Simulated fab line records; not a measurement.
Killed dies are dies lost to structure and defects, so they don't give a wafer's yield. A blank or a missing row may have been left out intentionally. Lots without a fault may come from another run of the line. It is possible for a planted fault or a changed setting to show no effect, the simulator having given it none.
fab line records	flow n5_finfet
record: lots: 7	wafers: 39
route steps=1938 shown FIN_CUT@176 DUMMY_GATE@237 SD_EPI_N@288 SD_EPI_P@314 SD_ACTIVATION@330 GATE_CUT@469 MOL_CONTACT_COAG@541
start_h: hours from the record's first day to the start of the lot's first wafer shown	wait_h: time in hours since the lot's previous step	" as in the row above	L1.1+2: a single row standing in for several wafers	- no value, or no start given	* or withheld: withheld	< > ~ a bound
route shown NAME@n: names a module that has steps shown in the file, with the first one's number in the route	usual: mean/standard deviation taken from wafers without a fault	same: alike in all rows	chamber/n: place in a boat	sites: the reading at each site	_std_site: the standard deviation of these	_edge_site: outer sites' mean less inner sites'	radius_mm: for every site, how far away it sits from the centre of the wafer	mask NAME#n: copy n	behind: the most recent tool/chamber to have shaped the wafer	hold: why the lot was held/for how many hours/how that ended	device: names the non-switching transistor (n, p or np)	end of line: the route-end tests of the same wafers	for a step that has no rows: nothing shown but its recipe	killed: the dies lost at the first sort to structure and to defects; this is not the yield of the wafer	map: dies across one wafer; x = killed, . = not, _ = none there
set.NAME: the setting as run; set.NAME@STEP: as run at that earlier step	model.NAME: the simulator's own value behind a step, which no gauge read
lots run with intentionally changed settings; tables by step, rows by wafer
== steps ==
step: N5_FIN_CUT_CUT_ETCH_15
recipe: chemistry: HBr/Cl2/O2	target: Si	target_depth_a: 1000	bt_time_s: 10	mask_material: SOC	time_s: 42.4	ion_energy_ev: *	bias_w: *	pressure_mtorr: 10	icp_w: 800	HBr_flow_sccm: 150	Cl2_flow_sccm: 80	O2_flow_sccm: 12
lot.wafer	tool	chamber	start_h	wait_h	set.time_s	model.etch.depth_nm	model.FIN_CUT.feature_depth_nm	model.SOC_of_FIN_CUT_COAT_18.thk_nm
L077.1	rie_si-05	1	47.62	0.1	42.4	97.83	97.8	170.4
L077.2	"	2	"	"	52.34	121.8	121.8	161.4
L077.3	"	0	"	"	52.34	122.1	122.2	162.8
L077.4	"	3	"	"	42.4	102.1	102	169.4
L077.5	"	3	"	"	52.34	125.2	125.2	161.2
L077.6	"	0	"	"	42.4	100.1	100	170.2
L079.1	rie_si-05	1	58.46	0.1	37.14	85.2	85.2	176.6
L079.2	"	3	"	"	42.4	102.4	102.4	169.2
L079.3	"	0	"	"	42.4	99.3	99.4	170.2
L079.4	"	2	"	"	37.14	86.91	87	175.8
L079.5	"	1	"	"	42.4	97.58	97.6	171
L079.6	"	0	"	"	37.14	87.62	87.6	174.4
L083.1	rie_si-05	0	81.19	0.1	48.74	115	115	165.8
L083.2	"	1	"	"	48.74	112.2	112.2	166.8
L083.3	"	2	"	"	48.74	113.5	113.4	164.4
L083.4	"	3	"	"	42.4	101.7	101.8	168.8
L083.5	"	0	"	"	42.4	99.54	99.6	170.2
L083.6	"	3	"	"	42.4	100.8	100.8	170.2
L085.1	rie_si-03	2	94.76	0.1	42.4	102.9	102.8	170.4
L085.2	"	0	"	"	42.4	105.6	105.6	169.6
L085.6	"	0	"	"	42.4	105.7	105.6	168.2
L086.1	rie_si-01	3	100.90	0.1	42.4	97.13	97.2	172.4
L086.2	"	1	"	"	33.92	79.08	79	179.4
L086.3	"	0	"	"	33.92	82.41	82.4	176.2
L086.4	"	2	"	"	42.4	99.41	99.4	170.6
L086.5	"	2	"	"	33.92	80.2	80.2	178.6
L086.6	"	3	"	"	42.4	97.19	97.2	173.6
L094.1	rie_si-03	0	148.84	0.1	42.4	99.27	99.2	168.8
L094.2	"	1	"	"	42.4	101.9	102	168.4
L094.3	"	2	"	"	48.76	117.9	118	164
L094.4	"	2	"	"	48.76	117.9	117.8	162
L094.5	"	0	"	"	42.4	98.57	98.6	171.2
L094.6	"	1	"	"	48.76	115.8	115.8	163.2
L095.1	rie_si-03	3	154.12	0.1	45.66	106.2	106.2	169.2
L095.2	"	0	"	"	42.4	99.02	99	172
L095.3	"	2	"	"	42.4	101.7	101.6	170
L095.4	"	1	"	"	42.4	101.2	101.2	169.6
L095.5	"	0	"	"	45.66	106.6	106.6	168.8
L095.6	"	1	"	"	45.66	109.6	109.6	167.8
step: N5_DUMMY_GATE_ETCH_37
recipe: chemistry: N2/H2	target: SOC	target_depth_a: 600	overetch_a: 300	temp_c: 40	ion_energy_ev: 200	pressure_mtorr: 30	source_w: 840	bias_w: 150	n2_flow_sccm: 200	h2_flow_sccm: 200
usual: rf_vpp_V: 523.7/2
lot.wafer	tool	chamber	start_h	wait_h	set.source_w	rf_vpp_V
L077.1	rie_diel-06	3	68.26	0.0	975.1	500.0
L077.2	"	2	"	"	840	524.5
L077.3	"	1	"	"	975.1	496.2
L077.4	"	0	"	"	840	522.5
L077.5	"	0	"	"	975.1	497.2
L077.6	"	3	"	"	840	524.5
L079.1	rie_diel-06	3	78.10	0.0	932.2	505.4
L079.2	"	0	"	"	840	521.1
L079.3	"	2	"	"	840	524.1
L079.4	"	1	"	"	840	522.9
L079.5	"	0	"	"	932.2	502.5
L079.6	"	1	"	"	932.2	504.4
L083.1	rie_diel-06	1	99.39	0.0	840	522.6
L083.2	"	2	"	"	702.6	554.4
L083.3	"	0	"	"	702.6	553.3
L083.4	"	3	"	"	702.6	554.9
L083.5	"	3	"	"	840	522.4
L083.6	"	2	"	"	840	525.1
L085.1	rie_diel-06	2	112.88	0.0	840	523.8
L085.2	"	3	"	"	840	522.6
L085.6	"	0	"	"	840	520.8
L086.1	rie_diel-06	3	119.52	0.0	923.3	506.2
L086.2	"	1	"	"	840	522.7
L086.3	"	0	"	"	840	520.6
L086.4	"	2	"	"	923.3	510.9
L086.5	"	2	"	"	923.3	508.6
L086.6	"	1	"	"	840	523.5
L094.1	rie_diel-01	3	168.88	0.0	785.6	536.1
L094.2	"	1	"	"	785.6	540.2
L094.3	"	0	"	"	785.6	534.6
L094.4	"	2	"	"	840	524.9
L094.5	"	2	"	"	840	523.8
L094.6	"	1	"	"	840	524.8
L095.1	rie_diel-06	0	172.20	0.0	945.2	501.2
L095.2	"	3	"	"	840	523.9
L095.3	"	2	"	"	945.2	505.8
L095.4	"	1	"	"	945.2	504.1
L095.5	"	1	"	"	840	523.3
L095.6	"	2	"	"	840	524.0
step: N5_DUMMY_GATE_ETCH_42
recipe: chemistry: CHF3/O2	target: SiO2	target_depth_a: 35	time_s: 31	ion_energy_ev: 30	bias_w: 12	pressure_mtorr: 30	source_w: 600	Ar_flow_sccm: 200	CHF3_flow_sccm: 50	O2_flow_sccm: 5
usual: rf_vpp_V: 42.5/1.1
lot.wafer	tool	chamber	start_h	wait_h	set.bias_w	rf_vpp_V
L077.1	rie_diel-04	2	69.40	0.0	12	43.5
L077.2	"	1	"	"	10.4	38.8
L077.3	"	3	"	"	10.4	37.6
L077.4	"	0	"	"	10.4	38.2
L077.5	"	3	"	"	12	42.6
L077.6	"	2	"	"	12	42.7
L079.1	rie_diel-01	1	78.93	0.0	12	41.3
L079.2	"	0	"	"	9.793	36.5
L079.3	"	3	"	"	12	44.5
L079.4	"	2	"	"	9.793	38.0
L079.5	"	0	"	"	12	43.3
L079.6	"	1	"	"	9.793	35.6
L083.1	rie_diel-06	0	100.16	0.0	12	42.4
L083.2	"	1	"	"	12	43.9
L083.3	"	2	"	"	12	43.8
L083.4	"	3	"	"	12	42.1
L083.5	"	3	"	"	12	41.9
L083.6	"	2	"	"	12	43.3
L085.1	rie_diel-01	0	113.65	0.0	12	42.0
L085.2	"	2	"	"	12	42.6
L085.6	"	1	"	"	12	43.2
L086.1	rie_diel-04	2	120.74	0.2	12	43.9
L086.2	"	3	"	"	12	41.2
L086.3	"	1	"	"	12	43.1
L086.4	"	0	"	"	12	42.8
L086.5	"	2	"	"	12	42.9
L086.6	"	3	"	"	12	41.4
L094.1	rie_diel-04	2	169.68	0.0	12.58	45.4
L094.2	"	1	"	"	12.58	43.7
L094.3	"	3	"	"	12	42.4
L094.4	"	0	"	"	12	42.9
L094.5	"	1	"	"	12	43.4
L094.6	"	0	"	"	12.58	44.0
L095.1	rie_diel-01	1	173.12	0.0	12	41.6
L095.2	"	3	"	"	9.774	37.6
L095.3	"	0	"	"	9.774	36.5
L095.4	"	2	"	"	12	43.2
L095.5	"	0	"	"	12	42.4
L095.6	"	1	"	"	9.774	35.4
step: N5_SD_EPI_N_EPI_21
recipe: material: Si:P	dopant: P	temp_c: 680	pressure_torr: 255	time_s: 690
lot.wafer	tool	chamber	start_h	wait_h	set.pressure_torr	model.Si-P_of_SD_EPI_N_EPI_21.thk_nm
L077.1+6	epi_rpcvd-04	0	72.27	0.1	218.4	55.4
L077.2	"	0	"	"	218.4	56
L077.3	"	0	"	"	218.4	55.8
L077.4	"	0	"	"	218.4	56.4
L077.5	"	0	"	"	218.4	54.8
L079.1	epi_rpcvd-04	0	82.21	0.2	211.5	53.8
L079.2+3	"	0	"	"	211.5	54.2
L079.4+6	"	0	"	"	211.5	54.6
L079.5	"	0	"	"	211.5	54
L083.1	epi_rpcvd-03	0	103.31	0.1	282.4	61.4
L083.2+6	"	0	"	"	282.4	61.2
L083.3	"	0	"	"	282.4	61.6
L083.4	"	0	"	"	282.4	61.8
L083.5	"	0	"	"	282.4	61
L085.1	epi_rpcvd-03	0	116.93	0.2	255	59.2
L085.2	"	0	"	"	255	59.8
L085.6	"	0	118.80	1.9	255	59.4
L086.1	epi_rpcvd-04	0	124.23	0.2	232.8	56
L086.2+3+5	"	0	"	"	232.8	56.4
L086.4	"	0	"	"	232.8	56.2
L086.6	"	0	"	"	232.8	57.2
L094.1	epi_rpcvd-03	0	173.08	0.2	220.1	55.6
L094.2	"	0	"	"	220.1	55.4
L094.3+4	"	0	"	"	220.1	55.8
L094.5	"	0	"	"	220.1	56
L094.6	"	0	"	"	220.1	55
L095.1	epi_rpcvd-02	0	176.31	0.2	255	59.6
L095.2	"	0	"	"	255	59.2
L095.3	"	0	"	"	255	59.4
L095.4	"	0	"	"	255	59.8
L095.5+6	"	0	"	"	255	58.8
step: N5_SD_EPI_P_SD_RECESS_17
recipe: chemistry: HBr/Cl2/O2	target_depth_a: 391	bt_time_s: 3	pressure_mtorr: 10	icp_w: 800	bias_w: 112	HBr_flow_sccm: 150	Cl2_flow_sccm: 80	O2_flow_sccm: 12
lot.wafer	tool	chamber	start_h	wait_h	set.target_depth_a
L077.1+4+5	rie_si-01	2,1,3	75.71	0.0	391
L077.2+3+6	"	0,3,2	"	"	373.9
L079.1+2+5	rie_si-03	0,3,0	86.21	0.0	391
L079.3+4+6	"	2,1,3	"	"	372.6
L083.1+4+5	rie_si-01	1,2,1	106.65	0.0	391
L083.2+3+6	"	0,3,0	"	"	356.5
L085.1+2+6	rie_si-01	1,3,2	121.16	0.0	391
L086.1+2+3+4+5+6	rie_si-01	1,0,2,3,1,2	128.60	0.0	391
L094.1+3+6	rie_si-05	0,1,1	177.09	0.0	380.3
L094.2+4+5	"	3,2,2	"	"	391
L095.1+2+3+4+5+6	rie_si-05	3,2,0,1,3,0	180.32	0.0	391
step: N5_SD_EPI_P_WET_ETCH_45
recipe: chemistry: dHF	dilution: withheld	time_s: 10.7	target: SiO2	target_depth_a: 20	temp_c: 25	dry: ipa_marangoni	rinse_time_s: 30	rinse_temp_c: 23
step: N5_SD_EPI_P_STRIP_40
recipe: chemistry: N2/H2	power_w: 1000	temp_c: 250	h2_frac: 0.65	overash_fraction: 0.3	pressure_mtorr: withheld	n2_flow_sccm: 1750	h2_flow_sccm: 3250
step: N5_SD_ACTIVATION_RTA_00
recipe: temp_c: 975	time_s: 0	ambient: N2	idle_temp_c: 600	ramp_up_c_per_s: 150	ramp_down_c_per_s: 60	cool_to_c: 600
step: N5_SD_ACTIVATION_LSA_01
recipe: temp_c: 1080	time_s: 0.0008	ambient: N2
step: N5_SD_ACTIVATION_RS_MEAS_03
recipe: thk_meas_gauge: four-point-probe
usual: RS_SD_N: 21.9/0.31	RS_SD_P: 55.9/0.99
lot.wafer	tool	chamber	start_h	wait_h	set.pressure_torr@SD_EPI_N_EPI_21	RS_SD_N[ohm/sq]	RS_SD_P[ohm/sq]
L077.1	film_metro-01	-	79.21	0.2	218.4	23.5	56.4
L077.2	"	-	"	"	218.4	23.1	56.6
L077.3	"	-	"	"	218.4	23.4	55.6
L077.4	"	-	"	"	218.4	23.1	55.9
L077.5	"	-	"	"	218.4	23.7	56.4
L077.6	"	-	"	"	218.4	23.5	56.4
L079.1	film_metro-01	-	89.67	0.2	211.5	24.5	55.8
L079.2	"	-	"	"	211.5	24.3	55.6
L079.3	"	-	"	"	211.5	24.4	55.1
L079.4	"	-	"	"	211.5	24.2	54.9
L079.5	"	-	"	"	211.5	24.3	54.2
L079.6	"	-	"	"	211.5	23.9	55.4
L083.1	film_metro-02	-	110.13	0.2	282.4	20.9	56.5
L083.2	"	-	"	"	282.4	20.9	56.6
L083.3	"	-	"	"	282.4	20.6	56.1
L083.4	"	-	"	"	282.4	20.6	56.6
L083.5	"	-	"	"	282.4	21.1	57.1
L083.6	"	-	"	"	282.4	20.8	56.4
L085.1	film_metro-02	-	125.81	0.2	255	22.0	56.2
L085.2	"	-	"	"	255	21.7	56.7
L085.6	"	-	"	"	255	21.9	57.5
L086.1	film_metro-02	-	132.91	0.2	232.8	23.4	56.2
L086.2	"	-	"	"	232.8	23.1	56.8
L086.3	"	-	"	"	232.8	23.1	56.1
L086.4	"	-	"	"	232.8	23.1	56.3
L086.5	"	-	"	"	232.8	23.1	56.4
L086.6	"	-	"	"	232.8	22.9	56.0
L094.1	film_metro-01	-	181.39	0.2	220.1	23.3	55.3
L094.2	"	-	"	"	220.1	23.4	56.0
L094.3	"	-	"	"	220.1	23.3	54.9
L094.4	"	-	"	"	220.1	23.2	56.1
L094.5	"	-	"	"	220.1	23.2	56.8
L094.6	"	-	"	"	220.1	23.7	55.0
L095.1	film_metro-01	-	184.72	0.2	255	21.6	54.4
L095.2	"	-	"	"	255	21.8	54.3
L095.3	"	-	"	"	255	21.5	53.9
L095.4	"	-	"	"	255	21.6	54.0
L095.5	"	-	"	"	255	21.8	53.9
L095.6	"	-	"	"	255	21.7	54.9
step: N5_GATE_CUT_ETCH_58
recipe: chemistry: CH3F/O2	target: SiNx	target_depth_a: 170	time_s: 128.6	ion_energy_ev: 50	pressure_mtorr: 30	source_w: 415	bias_w: 21	Ar_flow_sccm: 150	CH3F_flow_sccm: 30	O2_flow_sccm: 20
lot.wafer	tool	chamber	start_h	wait_h	set.time_s	model.etch.depth_nm
L077.1+5	rie_diel-06	3,0	100.55	0.0	142	18.42
L077.2	"	1	"	"	128.6	17.23
L077.3	"	2	"	"	142	18.65
L077.4	"	0	"	"	128.6	16.71
L077.6	"	3	"	"	128.6	16.74
L079.1	rie_diel-01	2	111.12	0.0	128.6	18.03
L079.2	"	0	"	"	128.6	16.6
L079.3	"	1	"	"	128.6	16.47
L079.4	"	1	"	"	128.6	16.49
L079.5	"	2	"	"	128.6	18.1
L079.6	"	0	"	"	128.6	16.58
L083.1	rie_diel-06	1	131.32	0.0	128.6	17.27
L083.2	"	0	"	"	128.6	16.97
L083.3	"	2	"	"	128.6	17.05
L083.4	"	3	"	"	128.6	16.76
L083.5	"	2	"	"	128.6	16.96
L083.6	"	1	"	"	128.6	17.35
L085.1	rie_diel-01	3	147.62	0.0	128.6	17.92
L085.2	"	2	"	"	128.6	17.98
L085.6	"	2	"	"	128.6	17.9
L086.1	rie_diel-04	0	155.81	0.2	128.6	16.78
L086.2	"	1	"	"	128.6	17.6
L086.3	"	2	"	"	128.6	18.12
L086.4	"	0	"	"	128.6	16.87
L086.5	"	1	"	"	128.6	17.49
L086.6	"	2	"	"	128.6	18.18
L094.1	rie_diel-01	0	203.93	0.1	128.6	17.39
L094.2	"	3	"	"	112	15.46
L094.3	"	2	"	"	112	15.4
L094.4	"	1	"	"	128.6	16.42
L094.5	"	2	"	"	112	15.63
L094.6	"	3	"	"	128.6	17.74
L095.1	rie_diel-06	3	206.43	0.0	103.2	13.46
L095.2	"	2	"	"	128.6	17.04
L095.3	"	0	"	"	128.6	16.64
L095.4	"	1	"	"	128.6	17.19
L095.5	"	3	"	"	103.2	13.48
L095.6	"	2	"	"	103.2	13.63
step: N5_MOL_CONTACT_COAG_IMPLANT_129
recipe: species: Ge	energy_kev: 3	dose_cm2: 6e+14	tilt_deg: 0	rotation_deg: 0
lot.wafer	tool	chamber	start_h	wait_h	set.energy_kev	model.implant.rp_nm	model.implant.drp_nm
L077.1+2+3+4+5+6	implanter-02	0	108.30	0.0	3	6.06	2.134
L079.1+2+3+4+5+6	implanter-02	0	118.83	0.0	3	6.041	2.134
L083.1+4+6	implanter-01	0	141.00	0.0	2.423	5.574	1.87
L083.2+3+5	"	0	"	"	3	6.271	2.134
L085.1+2+6	implanter-02	0	155.60	0.0	3	6.045	2.134
L086.1+2+3+4+5+6	implanter-01	0	163.52	0.0	3	5.956	2.134
L094.1+5+6	implanter-01	0	212.67	0.0	3	6.074	2.134
L094.2+3+4	"	0	"	"	2.363	5.325	1.841
L095.1+3+6	implanter-01	0	214.34	0.0	3	5.981	2.134
L095.2+4+5	"	0	"	"	2.708	5.651	2.003
== key ==
split: step: N5_FIN_CUT_CUT_ETCH_15	setting: time_s	stated: 42.4	by: wafer
response: step: N5_FIN_CUT_CUT_ETCH_15	reading: model.etch.depth_nm	change: +0.966	per: 1%	r: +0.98
response: step: N5_FIN_CUT_CUT_ETCH_15	reading: model.FIN_CUT.feature_depth_nm	change: +0.967	per: 1%	r: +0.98
response: step: N5_FIN_CUT_CUT_ETCH_15	reading: model.SOC_of_FIN_CUT_COAT_18.thk_nm	change: -0.341	per: 1%	r: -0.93
split: step: N5_DUMMY_GATE_ETCH_37	setting: source_w	stated: 840	by: wafer
response: step: N5_DUMMY_GATE_ETCH_37	reading: rf_vpp_V	change: -1.69	per: 1%	r: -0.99
split: step: N5_DUMMY_GATE_ETCH_42	setting: bias_w	stated: 12	by: wafer
response: step: N5_DUMMY_GATE_ETCH_42	reading: rf_vpp_V	change: +0.335	per: 1%	r: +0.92
split: step: N5_SD_EPI_N_EPI_21	setting: pressure_torr	stated: 255	by: lot
response: step: N5_SD_EPI_N_EPI_21	reading: model.Si-P_of_SD_EPI_N_EPI_21.thk_nm	change: +0.253	per: 1%	r: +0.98
response: step: N5_SD_ACTIVATION_RS_MEAS_03	reading: RS_SD_N	change: -0.118	per: 1%	r: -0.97
split: step: N5_SD_EPI_P_SD_RECESS_17	setting: target_depth_a	stated: 391	by: wafer
response none clear
split: step: N5_GATE_CUT_ETCH_58	setting: time_s	stated: 128.6	by: wafer
response: step: N5_GATE_CUT_ETCH_58	reading: model.etch.depth_nm	change: +0.16	per: 1%	r: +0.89
split: step: N5_MOL_CONTACT_COAG_IMPLANT_129	setting: energy_kev	stated: 3	by: wafer
response: step: N5_MOL_CONTACT_COAG_IMPLANT_129	reading: model.implant.rp_nm	change: +0.0355	per: 1%	r: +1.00
response: step: N5_MOL_CONTACT_COAG_IMPLANT_129	reading: model.implant.drp_nm	change: +0.0137	per: 1%	r: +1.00
